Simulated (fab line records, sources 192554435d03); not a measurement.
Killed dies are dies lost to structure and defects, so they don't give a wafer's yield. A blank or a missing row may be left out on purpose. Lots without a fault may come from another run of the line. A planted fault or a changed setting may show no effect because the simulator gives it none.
Chamber matching | flow n5_finfet | N5_DUMMY_GATE_STRIP_40 on rie_diel-04: 4 sister chambers
The step strips in CF4. 22 wafers are shown with their chamber, then 11 later ones without.

WAFERS WITH THEIR CHAMBER
wafer  | chamber | showerhead_plenum_p_Torr (Torr) | throttle_valve_pct (%) | drypump_motor_current_A (A)
L074.1 | 3       | 1.72                            | 13.66                  | 6.5
L074.2 | 2       | 1.85                            | 13.78                  | 5.7
L074.6 | 2       | 1.85                            | 13.77                  | 5.8
L076.1 | 3       | 1.72                            | 13.65                  | 6.5
L076.2 | 2       | 1.85                            | 13.78                  | 5.8
L076.4 | 1       | 1.76                            | 13.20                  | 5.7
L078.3 | 2       | 1.85                            | 13.77                  | 5.8
L078.5 | 3       | 1.72                            | 13.67                  | 6.4
L078.6 | 2       | 1.85                            | 13.79                  | 5.8
L080.3 | 1       | 1.76                            | 13.22                  | 5.7
L080.5 | 3       | 1.72                            | 13.68                  | 6.5
L080.6 | 2       | 1.85                            | 13.80                  | 5.8
L081.1 | 2       | 1.85                            | 13.81                  | 5.7
L081.3 | 0       | 1.86                            | 13.86                  | 5.8
L081.5 | 0       | 1.86                            | 13.85                  | 5.8
L082.1 | 0       | 1.86                            | 13.86                  | 5.8
L082.4 | 1       | 1.76                            | 13.21                  | 5.7
L082.5 | 1       | 1.76                            | 13.23                  | 5.7
L088.2 | 0       | 1.85                            | 13.88                  | 5.8
L088.3 | 2       | 1.84                            | 13.82                  | 5.8
L088.5 | 1       | 1.76                            | 13.22                  | 5.7
L089.1 | 2       | 1.84                            | 13.84                  | 5.7

SIGNATURES (means of the wafers above)
reading                  | chamber 0 | chamber 1 | chamber 2 | chamber 3 | scatter within a chamber
showerhead_plenum_p_Torr | 1.8575    | 1.7600    | 1.8478    | 1.7200    | 0.00358
throttle_valve_pct       | 13.8625   | 13.2160   | 13.7956   | 13.6650   | 0.0184
drypump_motor_current_A  | 5.800     | 5.700     | 5.767     | 6.475     | 0.0391
Rule: a wafer's distance from a chamber is the root of the sum, over the readings, of the square of ((its reading less the chamber's mean) divided by the reading's scatter). The wafer belongs to the nearest chamber; if the next one is less than 2 further off, it can't be placed. The scatter: the root of (the sum of the squares of (reading less its chamber's mean) over the shown wafers, divided by (wafers less chambers)).

WAFERS WITHOUT THEIR CHAMBER
wafer  | showerhead_plenum_p_Torr (Torr) | throttle_valve_pct (%) | drypump_motor_current_A (A)
L089.2 | 1.85                            | 13.88                  | 5.8
L089.5 | 1.76                            | 13.24                  | 5.7
L090.3 | 1.85                            | 13.88                  | 5.8
L090.5 | 1.71                            | 13.72                  | 6.5
L090.6 | 1.84                            | 13.84                  | 5.8
L093.1 | 1.71                            | 13.71                  | 6.5
L093.3 | 1.84                            | 13.84                  | 5.8
L093.6 | 1.71                            | 13.72                  | 6.5
L096.3 | 1.75                            | 13.26                  | 5.7
L096.4 | 1.85                            | 13.92                  | 5.8
L096.5 | 1.84                            | 13.90                  | 5.7

WHICH CHAMBER EACH WENT THROUGH
wafer  | from the rows above     | in truth
L089.2 | 0                       | 0
L089.5 | 1                       | 1
L090.3 | 0                       | 0
L090.5 | 3                       | 3
L090.6 | can't be placed: 2 or 0 | 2
L093.1 | 3                       | 3
L093.3 | can't be placed: 2 or 0 | 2
L093.6 | 3                       | 3
L096.3 | 1                       | 1
L096.4 | 0                       | 0
L096.5 | can't be placed: 0 or 2 | 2
Placed correctly: 8 of 11. Can't be placed from these rows: 3 (the true chamber is among the candidates in 3). Placed wrongly: 0.
